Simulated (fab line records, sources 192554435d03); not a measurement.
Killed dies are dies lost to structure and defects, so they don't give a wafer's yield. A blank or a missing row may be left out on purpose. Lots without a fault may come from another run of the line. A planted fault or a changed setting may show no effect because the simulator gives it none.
fab line records | flow n5_finfet
record lots=4 wafers=12 last_day=18
route steps=1938 shown DUMMY_REMOVAL@379 HKMG_FIN@385 BEOL_M4@1111 PASSIVATION@1936
lots that met no fault: from a run of the same line without faults
start_h: hours from the record's first day to the start of the lot's first wafer shown | wait_h: hours since the lot's step before | " the same as in the row above | L1.1+2: a row that stands for several wafers | - no value, or no start given | * or withheld: withheld | < > ~ a bound
route shown NAME@n: a module of which the file shows steps, and the number in the route of the first | usual: mean/standard deviation of fault-free wafers | same: alike in all rows | chamber/n: place in a boat | sites: the reading at each site | _std_site: their standard deviation | _edge_site: outer sites' mean less inner sites' | radius_mm: how far each site lies from the wafer's centre | mask NAME#n: copy n | behind: the tool/chamber that last shaped the wafer | hold: why the lot was held/for how many hours/how that ended | device: the transistor (n, p or np) that didn't switch | end of line: the same wafers' tests at the end of the route | a step without rows: its recipe alone | killed: dies lost to structure and defects at the first sort, not the wafer's yield | map: a wafer's dies, x killed, . not, _ none there
set.NAME: the setting as run; set.NAME@STEP: as run at that earlier step | model.NAME: the simulator's own value behind a step, which no gauge read
lots at some steps of the route; a table a step, a row a wafer
services: from which hour (start_h, from the record's first day; less than 0 if before it) a tool's chamber was out of use, for how many hours, and why
## steps
# step N5_DUMMY_REMOVAL_PRECLEAN_07
# recipe chemistry=dHF time_s=30 temp_c=25 dilution=withheld
# step N5_DUMMY_REMOVAL_DUMMY_REMOVE_02
# recipe chemistry=TMAH temp_c=70 target=poly-Si stop_on=SiO2 target_depth_nm=142 conc_wt_pct=5 time_s=57 dry=ipa_marangoni rinse_time_s=30 rinse_temp_c=23
# step N5_DUMMY_REMOVAL_PRECLEAN_08
# recipe chemistry=NF3:NH3 afs_cycles=2 temp_c=30 time_s=20 sublimation_temp_c=180 sublimation_time_s=60 pressure_torr=3 rf_power_w=30
# step N5_DUMMY_REMOVAL_PRECLEAN_04
# recipe chemistry=DHF time_s=37 temp_c=25 dilution=500:1
# step N5_DUMMY_REMOVAL_SRD_05
# recipe dry=ipa_marangoni do_ppb=5 time_s=30 temp_c=23 rinse_liquid=diw
# step N5_HKMG_FIN_IL_REGROW_00
# recipe material=SiO2 target_thk_a=7.5 chemistry=O3 temp_c=withheld time_s=30
# step N5_HKMG_FIN_HK_ALD_01
# recipe material=HfO2 target_thk_a=16 temp_c=withheld ald_precursor_family=HfCl4 ald_co_reactant=H2O pulse_time_s=3 purge_time_s=3 co_reactant_purge_time_s=2.5 co_reactant_pulse_time_s=0.3 ald_cycles=30
# step N5_HKMG_FIN_HK_ANNEAL_02
# recipe temp_c=700 time_s=30 ambient=N2 idle_temp_c=600 ramp_up_c_per_s=150 ramp_down_c_per_s=60 cool_to_c=600
# step N5_HKMG_FIN_ALD_74
# recipe material=La2O3 target_thk_a=5 temp_c=250 ald_precursor_family=La-Cp ald_co_reactant=O3 pulse_time_s=6 co_reactant_pulse_time_s=1 purge_time_s=3 co_reactant_purge_time_s=3
# step N5_HKMG_FIN_ALD_75
# recipe material=Al2O3 target_thk_a=10 temp_c=150 ald_precursor_family=TMA ald_co_reactant=H2O pulse_time_s=withheld co_reactant_pulse_time_s=1
# step N5_HKMG_FIN_COAT_41
# recipe resist=SOC temp_c=250 time_s=60 spin_rpm=1500 resist_thk_nm=300
# step N5_HKMG_FIN_COAT_42
# recipe resist=SiARC temp_c=220 time_s=60 spin_rpm=1500 resist_thk_nm=35
# usual chill_plate_temp_C=23.02/0.11 spin_speed_rpm=1499.8/1.1
# columns lot.wafer tool chamber start_h wait_h chill_plate_temp_C spin_speed_rpm model.SiARC_of_HKMG_FIN_COAT_42.thk_nm
L277.1 litho_track-01 0 131.61 - 22.82 1588.2 34
L277.2 " 0 " " 22.92 1586.6 34
L277.4 " 0 " " 23.02 1587.1 34
L279.4 litho_track-01 0 143.24 - 23.27 1587.1 34
L279.5 " 0 " " 23.08 1586.3 34
L279.6 " 0 " " 23.21 1585.8 34
L282.1 litho_track-05 0 166.50 - 23.18 1499.6 34.8
L282.5 " 0 " " 23.23 1500.0 35
L282.6 " 0 " " 23.13 1499.4 34.8
L286.4 litho_track-02 0 187.62 - 23.16 1500.4 35
L286.5 " 0 " " 22.99 1501.2 35
L286.6 " 0 " " 23.06 1499.8 35
# step N5_HKMG_FIN_COAT_43
# recipe resist=CAR-ArF spin_rpm=1500 resist_thk_nm=90
# step N5_HKMG_FIN_EBR_45
# recipe solvent=PGMEA ebr_width_mm=1.5
# step N5_HKMG_FIN_SOFTBAKE_44
# recipe temp_c=110 time_s=60 resist=CAR-ArF
# step N5_HKMG_FIN_EXPOSE_46
# recipe mask_id=NDIPOLE na=1.35 source_shape=conventional sigma_outer=0.8 polarization=unpolarized dose_mj=40
# step N5_HKMG_FIN_PEB_47
# recipe peb_temp_c=withheld peb_time_s=60 resist=CAR-ArF
# step N5_HKMG_FIN_DEVELOP_48
# recipe develop_time_s=30 developer=TMAH resist=CAR-ArF rinse_liquid=diw dry=air_spin dev_temp_c=23
# step N5_HKMG_FIN_DESCUM_53
# recipe chemistry=O2 time_s=7.9 source_power_w=50 bias_power_w=20 pressure_mtorr=20 rf_frequency_hz=2.712e+07 temp_c=40 resist=CAR-ArF o2_flow_sccm=225
# step N5_HKMG_FIN_ETCH_54
# recipe chemistry=CF4 target=SiARC target_depth_a=455 mask_material=CAR-ArF time_s=75.8 ion_energy_ev=80 pressure_mtorr=40 source_w=545 bias_w=36 Ar_flow_sccm=100 cf4_flow_sccm=100 ends=cleared
# usual drypump_motor_current_A=6.0/0.34 etch_rf_on_time_s=75.8/1.8 oes_product_au=0.67/0.07 rf_vpp_V=184.4/1.1 showerhead_plenum_p_Torr=2.16/0.064 throttle_valve_pct=15.56/0.21
# columns lot.wafer tool chamber start_h wait_h drypump_motor_current_A etch_rf_on_time_s oes_product_au rf_hours_counter_h rf_vpp_V showerhead_plenum_p_Torr throttle_valve_pct model.etch.depth_nm model.CAR-ArF_of_HKMG_FIN_COAT_43.thk_nm
L277.1 rie_diel-02 0 132.09 0.0 5.8 74.5 0.62 205 182.8 2.13 15.87 33.95 51.8
L277.2 " 3 " " 6.3 72.4 0.62 171 185.2 2.13 15.37 34.09 51.6
L277.4 " 1 " " 5.3 73.5 0.69 106 184.2 2.07 15.48 34 51.8
L279.4 rie_diel-04 1 144.04 0.0 5.9 72.6 0.75 - 184.2 2.08 15.59 34.08 51.6
L279.5 " 0 " " 6.0 71.0 0.82 - 183.4 2.10 15.29 34.04 52
L279.6 " 2 " " 6.5 73.1 0.63 - 183.9 2.14 15.77 34.03 52
L282.1 rie_diel-02 0 166.98 0.0 5.8 76.9 0.61 216 184.2 2.13 15.93 34.86 50.8
L282.5 " 2 " " 5.7 76.4 0.61 - 185.0 2.22 15.74 34.96 51
L282.6 " 3 " " 6.3 74.2 0.62 - 185.9 2.13 15.38 34.86 50.8
L286.4 rie_diel-04 3 188.14 0.0 5.3 74.7 0.79 - 183.4 2.10 15.38 34.98 51
L286.5 " 1 " " 5.9 74.4 0.73 - 183.2 2.08 15.64 34.95 51
L286.6 " 2 " " 6.5 77.0 0.61 - 184.9 2.13 15.84 35.07 51
# step N5_HKMG_FIN_ETCH_55
# recipe chemistry=N2/H2 target=SOC target_depth_a=2400 temp_c=40 time_s=300 ion_energy_ev=200 mask_material=SiARC pressure_mtorr=30 source_w=840 bias_w=150 n2_flow_sccm=200 h2_flow_sccm=200
# usual drypump_motor_current_A=6.0/0.34 oes_product_au=0.78/0.081 rf_vpp_V=524.7/2.3 showerhead_plenum_p_Torr=2.57/0.08 throttle_valve_pct=17.80/0.24
# columns lot.wafer tool chamber start_h wait_h drypump_motor_current_A oes_product_au rf_hours_counter_h rf_vpp_V showerhead_plenum_p_Torr throttle_valve_pct model.SiARC_of_HKMG_FIN_COAT_42.thk_nm
L277.1 rie_diel-02 0 132.15 0.0 5.8 0.73 205 522.4 2.51 17.97 20
L277.2 " 3 " " 6.3 0.75 171 523.8 2.53 17.56 20
L277.4 " 1 " " 5.3 0.82 106 521.8 2.46 17.73 19.8
L279.4 rie_diel-04 1 144.16 0.1 5.9 0.88 - 522.2 2.49 17.94 20.6
L279.5 " 0 " " 5.9 0.95 - 522.5 2.49 17.36 19.6
L279.6 " 2 " " 6.5 0.73 - 524.0 2.54 18.05 20.2
L282.1 rie_diel-02 0 167.04 0.0 5.8 0.71 216 524.1 2.50 18.00 21
L282.5 " 2 " " 5.7 0.71 - 527.9 2.64 18.12 21.8
L282.6 " 3 " " 6.3 0.74 - 525.4 2.53 17.56 20.8
L286.4 rie_diel-04 3 188.25 0.1 5.3 0.94 - 524.3 2.49 17.74 20.8
L286.5 " 1 " " 5.9 0.85 - 522.3 2.49 17.98 21.4
L286.6 " 2 " " 6.5 0.70 - 524.9 2.53 18.09 21.2
# step N5_HKMG_FIN_STRIP_56
# recipe chemistry=N2/H2 temp_c=40 n2_flow_sccm=200 h2_flow_sccm=200 rf_frequency_hz=6e+07
# step N5_BEOL_M4_RC_MEAS_101
# usual DIBL_N=36.1/1.9 DIBL_P=36.4/2.5 IOFF_N=0.16/0.036 IOFF_P=0.22/0.038 ION_N=672/11 ION_P=462/8 SS_N=71.6/0.68 SS_P=73.3/0.77 VT_N=250/3.3 VT_P=-250/3.6
# columns lot.wafer tool chamber start_h wait_h DIBL_N[mV/V] DIBL_P[mV/V] IOFF_N[nA/um] IOFF_P[nA/um] ION_N[uA/um] ION_P[uA/um] SS_N[mV/dec] SS_P[mV/dec] VT_N[mV] VT_P[mV]
L277.1 prober-01 0 234.59 0.0 35.3 35.2 0.14 0.17 669 453 71.2 74.3 252 -256
L277.2 " 0 " " 34.6 34.7 0.13 0.16 651 443 71.3 73.5 254 -258
L277.4 " 0 " " 34.9 35.2 0.14 0.17 654 449 70.7 73.2 254 -256
L279.4 prober-01 0 258.52 0.5 35.4 35.1 0.12 0.21 659 466 71.0 73.1 252 -249
L279.5 " 0 " " 38.8 39.4 0.18 0.28 671 472 72.4 74.2 250 -245
L279.6 " 0 " " 34.9 34.8 0.12 0.20 666 467 71.0 73.5 253 -249
L282.1 prober-01 0 287.96 0.0 35.1 32.7 0.13 0.21 666 466 71.3 73.1 254 -244
L282.5 " 0 " " 36.2 34.2 0.15 0.24 675 471 71.0 73.6 252 -244
L282.6 " 0 " " 35.4 32.6 0.13 0.22 657 462 70.7 72.6 252 -245
L286.4 prober-02 0 309.61 0.5 37.3 38.4 0.18 0.23 683 465 71.8 74.0 247 -251
L286.5 " 0 " " 37.1 37.7 0.17 0.22 688 466 71.6 73.1 247 -250
L286.6 " 0 " " 38.2 39.6 0.20 0.26 690 465 72.0 74.2 247 -248
# step N5_PASSIVATION_PROBE_49
# usual defect_limited_yield=91.2/1.4 killed_at_M0_to_M3=34/11 killed_at_M4_up=14/6.3 killed_at_contacts=13/7.4 killed_at_front_end=38/11 killed_at_other=4.3/2.9 killed_dies=103/17 killed_open=68/12 killed_short=34/8 sort_bin_5_function=5.1/0.9 sort_bin_6_memory=3.3/0.66 sort_n_pass=1077/17 sort_yield_pct=91.2/1.4
# same gross_dies=1180 killed_at_back_side=0 sort_bin_4_leakage[%]=0 sort_bin_8_speed[%]=0
# columns lot.wafer tool chamber start_h wait_h defect_limited_yield[%] killed_at_M0_to_M3 killed_at_M4_up killed_at_contacts killed_at_front_end killed_at_other killed_dies killed_open killed_short sort_bin_5_function[%] sort_bin_6_memory[%] sort_n_pass sort_yield_pct[%]
L277.1 prober-01 - 337.73 0.0 91.3 38 5 15 45 0 103 80 23 5.4 3.2 1077 91.3
L277.2 prober-01 - 337.78 0.1 91.1 50 10 12 31 2 105 64 40 4.9 3.8 1075 91.1
L277.4 prober-01 - 337.88 0.2 89.2 64 12 6 43 3 128 80 47 7.4 2.8 1052 89.2
L282.1 prober-01 - 397.68 0.0 92.1 30 14 0 45 4 93 60 29 4.4 2.9 1087 92.1
L282.5 prober-01 - 397.88 0.2 91.3 33 17 8 40 5 103 73 25 5.6 2.9 1077 91.3
L282.6 prober-01 - 397.93 0.3 93.8 19 11 4 36 3 73 38 30 3.3 2.4 1107 93.8
# killed by level:class
L277.1 FIN_SAQP:geometric_particle:open=15 MOL_CONTACT_COAG:geometric_particle:open=12 BEOL_M3:geometric_particle:open=11 BEOL_M0_SAQP:geometric_particle:open=9 BEOL_M1:geometric_particle:open=8 STI_FIN_REVEAL:geometric_particle:open=7 GATE_CUT:geometric_particle:short=6 BEOL_M0_SAQP:geometric_particle:short=5
L277.2 BEOL_M0_SAQP:geometric_particle:short=10 BEOL_M0_SAQP:geometric_particle:open=10 BEOL_M1:geometric_particle:open=9 MOL_CONTACT_COAG:geometric_particle:open=8 BEOL_M1:geometric_particle:short=7 BEOL_M3:geometric_particle:open=7 FIN_SAQP:geometric_particle:open=5 STI_FIN_REVEAL:geometric_particle:open=5
L277.4 BEOL_M0_SAQP:geometric_particle:short=17 BEOL_M0_SAQP:geometric_particle:open=13 STI_FIN_REVEAL:geometric_particle:open=12 BEOL_M4:geometric_particle:open=11 BEOL_M1:geometric_particle:open=8 BEOL_M3:geometric_particle:open=8 BEOL_M1:geometric_particle:short=7 GATE_CUT:geometric_particle:short=6
L282.1 STI_FIN_REVEAL:geometric_particle:open=20 FIN_SAQP:geometric_particle:short=10 BEOL_M3:geometric_particle:open=8 BEOL_M0:geometric_particle:open=7 BEOL_M0_SAQP:geometric_particle:open=6 BEOL_M0_SAQP:geometric_particle:short=5 FIN_SAQP:geometric_particle:open=4 BEOL_M4:geometric_particle:short=4
L282.5 STI_FIN_REVEAL:geometric_particle:open=17 BEOL_M0_SAQP:geometric_particle:open=12 BEOL_M1:geometric_particle:open=9 BEOL_M4:geometric_particle:open=7 MOL_CONTACT_COAG:geometric_particle:open=6 BEOL_M0_SAQP:geometric_particle:short=6 DUMMY_GATE:geometric_particle:open=4 FIN_SAQP:geometric_particle:short=3
L282.6 FIN_SAQP:geometric_particle:short=12 FIN_SAQP:geometric_particle:open=9 BEOL_M0_SAQP:geometric_particle:short=7 BEOL_M1:geometric_particle:open=6 STARTING-WAFER:geometric_particle:short=5 MOL_CONTACT_COAG:geometric_particle:open=4 STI_FIN_REVEAL:geometric_particle:open=3 DUMMY_GATE:geometric_particle:open=3
## services
# columns tool chamber start_h hours kind
rie_diel-04 0 109.16 - clean
rie_diel-04 0 109.16 - consumable_replace:focus_ring
rie_diel-04 0 109.16 22.2 scheduled_down
rie_diel-04 0 109.16 22.2 vent_cycle
rie_diel-02 1 119.55 8.1 repair
rie_diel-04 3 131.85 - clean
rie_diel-04 3 131.85 - consumable_replace:focus_ring
rie_diel-04 3 131.85 12.5 scheduled_down
rie_diel-04 3 131.85 12.5 vent_cycle
## key
first_sign step=N5_HKMG_FIN_COAT_42 reading=spin_speed_rpm direction=up sigmas=81 usual=* struck=*
effect none on later readings
model_effect step=N5_HKMG_FIN_COAT_42 value=SiARC_of_HKMG_FIN_COAT_42.thk_nm without=35 struck=34
model_effect step=N5_HKMG_FIN_ETCH_54 value=etch.depth_nm without=35.01 struck=34.03
model_effect step=N5_HKMG_FIN_ETCH_55 value=SiARC_of_HKMG_FIN_COAT_42.thk_nm without=20.97 struck=20.03
met_at N5_HKMG_FIN_COAT_42
struck_wafers L277.1,L277.2,L277.4,L279.4,L279.5,L279.6
fault kind=process_parameter_drift tool=litho_track-01 chamber=- onset_h=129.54 steps=N5_HKMG_FIN_COAT_42 channel=spin_rpm offset=* shape=step end_h=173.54 acts_in=* stated=*
